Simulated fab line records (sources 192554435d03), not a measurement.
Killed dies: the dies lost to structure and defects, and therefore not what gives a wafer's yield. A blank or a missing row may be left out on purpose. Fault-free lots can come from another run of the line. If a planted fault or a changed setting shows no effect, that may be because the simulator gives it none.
The tool behind it: which one? | flow n5-finfet | 24 lots with 72 wafers sampled at 3 steps, on a route of 1938 steps

WHAT THE GAUGES READ, wafer by wafer
N5_BEOL_M5_CD_MEAS_11 targets a cd of 27.74 nm. Usual: cd-nm reads 27.99 nm (standard deviation 0.24).
lot  | measured     | on        | cd-nm (nm)        | flag
L075 | day 8 21:01  | cd-sem-01 | 28.20 28.14 28.16 |
L074 | day 8 22:11  | cd-sem-01 | 28.12 27.98 27.78 |
L076 | day 9 11:04  | cd-sem-02 | 27.97 27.76 27.75 |
L077 | day 9 11:39  | cd-sem-02 | 28.00 27.81 28.03 |
L078 | day 9 18:14  | cd-sem-01 | 27.93 28.07 28.15 |
L081 | day 10 05:25 | cd-sem-03 | 28.30 28.19 28.35 |
L082 | day 10 13:50 | cd-sem-03 | 28.16 27.83 28.11 |
L080 | day 10 17:54 | cd-sem-02 | 28.05 28.23 27.91 |
L079 | day 10 18:18 | cd-sem-02 | 27.63 28.03 27.25 |
L083 | day 10 23:47 | cd-sem-02 | 27.75 27.73 28.12 |
L084 | day 11 00:05 | cd-sem-02 | 27.91 28.18 28.04 |
L085 | day 11 11:22 | cd-sem-03 | 27.73 27.54 27.95 |
L086 | day 11 11:29 | cd-sem-01 | 28.15 28.11 27.86 |
L087 | day 12 03:19 | cd-sem-03 | 27.99 27.82 27.83 |
L090 | day 12 05:43 | cd-sem-03 | 27.85 28.05 28.18 |
L088 | day 12 07:47 | cd-sem-02 | 27.80 28.18 27.25 |
L089 | day 12 16:53 | cd-sem-03 | 27.88 27.84 27.77 |
L092 | day 12 20:14 | cd-sem-03 | 27.77 28.27 28.11 |
L091 | day 12 20:34 | cd-sem-03 | 27.91 28.34 27.53 |
L093 | day 12 23:54 | cd-sem-02 | 28.49 28.61 28.15 |
L094 | day 13 16:15 | cd-sem-02 | 27.84 28.03 28.16 |
L095 | day 14 00:27 | cd-sem-02 | 27.88 28.07 28.56 |
L097 | day 14 04:35 | cd-sem-03 | 27.54 28.22 27.87 |
L096 | day 14 08:27 | cd-sem-02 | 28.36 28.10 27.96 |

N5_BEOL_M5_CD_MEAS_18: pitch 56 nm, target cd 28 nm. Usual: cd-nm reads 28.0 nm (standard deviation 0.32).
lot  | measured     | on        | cd-nm (nm)     | flag
L075 | day 8 21:43  | cd-sem-01 | 27.8 28.0 27.9 |
L074 | day 8 22:55  | cd-sem-03 | 27.7 27.6 27.8 |
L076 | day 9 11:49  | cd-sem-03 | 27.8 27.6 27.9 |
L077 | day 9 12:15  | cd-sem-01 | 28.0 28.2 28.1 |
L078 | day 9 18:53  | cd-sem-03 | 28.1 27.8 27.4 |
L081 | day 10 05:58 | cd-sem-02 | 28.3 27.8 28.4 |
L082 | day 10 14:47 | cd-sem-01 | 28.6 28.0 27.6 |
L080 | day 10 18:34 | cd-sem-01 | 28.5 28.0 27.9 |
L079 | day 10 19:05 | cd-sem-02 | 27.4 28.5 27.4 |
L083 | day 11 00:25 | cd-sem-02 | 28.2 28.1 28.3 |
L084 | day 11 00:51 | cd-sem-01 | 27.3 28.5 27.9 |
L085 | day 11 11:55 | cd-sem-01 | 28.1 27.7 27.8 |
L086 | day 11 12:02 | cd-sem-03 | 27.8 28.4 27.3 |
L087 | day 12 04:11 | cd-sem-02 | 28.0 28.0 28.4 |
L090 | day 12 06:16 | cd-sem-03 | 28.7 28.0 28.3 |
L088 | day 12 08:20 | cd-sem-03 | 28.3 28.1 28.0 |
L089 | day 12 17:40 | cd-sem-01 | 27.6 28.2 27.9 |
L092 | day 12 20:55 | cd-sem-01 | 27.9 28.4 28.4 |
L091 | day 12 21:22 | cd-sem-03 | 27.8 28.2 28.1 |
L093 | day 13 00:31 | cd-sem-01 | 28.2 28.0 28.3 |
L094 | day 13 16:50 | cd-sem-01 | 28.2 28.0 28.4 |
L095 | day 14 01:01 | cd-sem-01 | 28.2 27.6 27.4 |
L097 | day 14 05:08 | cd-sem-01 | 27.8 27.9 27.6 |
L096 | day 14 09:09 | cd-sem-03 | 27.8 28.6 28.8 |

EACH LOT AND THE TOOL THAT RAN IT (in order: tool; ch and the chambers of the sampled wafers; start)
lot  | N5_BEOL_M4_SPUTTER_94
L075 | pvd-sputter-01, day 8 16:07
L074 | pvd-sputter-03, day 8 16:41
L076 | pvd-sputter-02, day 9 06:55
L077 | pvd-sputter-03, day 9 07:04
L078 | pvd-sputter-02, day 9 13:19
L081 | pvd-sputter-01, day 9 23:29
L082 | pvd-sputter-01, day 10 08:45
L080 | pvd-sputter-01, day 10 12:14
L079 | pvd-sputter-03, day 10 13:58
L083 | pvd-sputter-02, day 10 16:06
L084 | pvd-sputter-03, day 10 18:40
L085 | pvd-sputter-02, day 11 07:24
L086 | pvd-sputter-03, day 11 07:38
L087 | pvd-sputter-03, day 11 22:34
L090 | pvd-sputter-03, day 12 01:35
L088 | pvd-sputter-01, day 12 01:44
L089 | pvd-sputter-03, day 12 12:44
L092 | pvd-sputter-02, day 12 15:43
L091 | pvd-sputter-01, day 12 15:53
L093 | pvd-sputter-03, day 12 18:59
L094 | pvd-sputter-02, day 13 11:06
L095 | pvd-sputter-01, day 13 18:15
L097 | pvd-sputter-02, day 13 23:33
L096 | pvd-sputter-03, day 14 02:55
- N5_BEOL_M4_SPUTTER_94: material Cu, target thk 4.5 nm, time 8.29 s.

WHAT THE TOOLS THEMSELVES READ (means of the sampled wafers that have a number; where no wafer has one, the mark that the record gives instead)
N5_BEOL_M4_SPUTTER_94. Usual: susceptor-temp-C -20.01 C, standard deviation 0.11; throttle-valve-pct 30.1 %, standard deviation 1.
lot  | tool           | susceptor-temp-C (C) | throttle-valve-pct (%) | flag
L075 | pvd-sputter-01 | -20.13               | 30.5                   |
L074 | pvd-sputter-03 | -19.97               | 29.8                   |
L076 | pvd-sputter-02 | -19.91               | 31.0                   |
L077 | pvd-sputter-03 | -20.02               | 30.6                   |
L078 | pvd-sputter-02 | -20.03               | 29.7                   |
L081 | pvd-sputter-01 | -20.01               | 30.2                   |
L082 | pvd-sputter-01 | -20.05               | 30.3                   |
L080 | pvd-sputter-01 | -19.93               | 30.5                   |
L079 | pvd-sputter-03 | -20.14               | 30.5                   |
L083 | pvd-sputter-02 | -19.97               | 29.8                   |
L084 | pvd-sputter-03 | -19.98               | 30.7                   |
L085 | pvd-sputter-02 | -19.96               | 30.3                   |
L086 | pvd-sputter-03 | -20.01               | 30.7                   |
L087 | pvd-sputter-03 | -20.00               | 29.3                   |
L090 | pvd-sputter-03 | -20.03               | 30.1                   |
L088 | pvd-sputter-01 | -19.98               | 30.1                   |
L089 | pvd-sputter-03 | -20.02               | 30.3                   |
L092 | pvd-sputter-02 | -20.05               | 30.4                   |
L091 | pvd-sputter-01 | -19.97               | 30.4                   |
L093 | pvd-sputter-03 | -20.04               | 30.6                   |
L094 | pvd-sputter-02 | -20.00               | 29.2                   |
L095 | pvd-sputter-01 | -19.94               | 30.4                   |
L097 | pvd-sputter-02 | -19.97               | 30.1                   |
L096 | pvd-sputter-03 | -20.13               | 29.8                   |

THE ANSWER, worked out from the rows above alone
Rule: take the mean of a lot's wafers that have a number; if it is more than 3 standard deviations from the usual mean, the lot is off. A lot without any number at a reading at which 4 lots or more have one is off too. All remaining lots with rows at the step are treated as sound. The gauges are gone through in route order, then the tools' own readings, and for those a lot's mean is taken as printed above. The first step at which some lot is off is used, and at that step the reading that is off furthest; a lot without a number counts as furthest.
Nothing can be told from this: no lot is off at any reading shown.

WHAT THE SIMULATOR PUT IN
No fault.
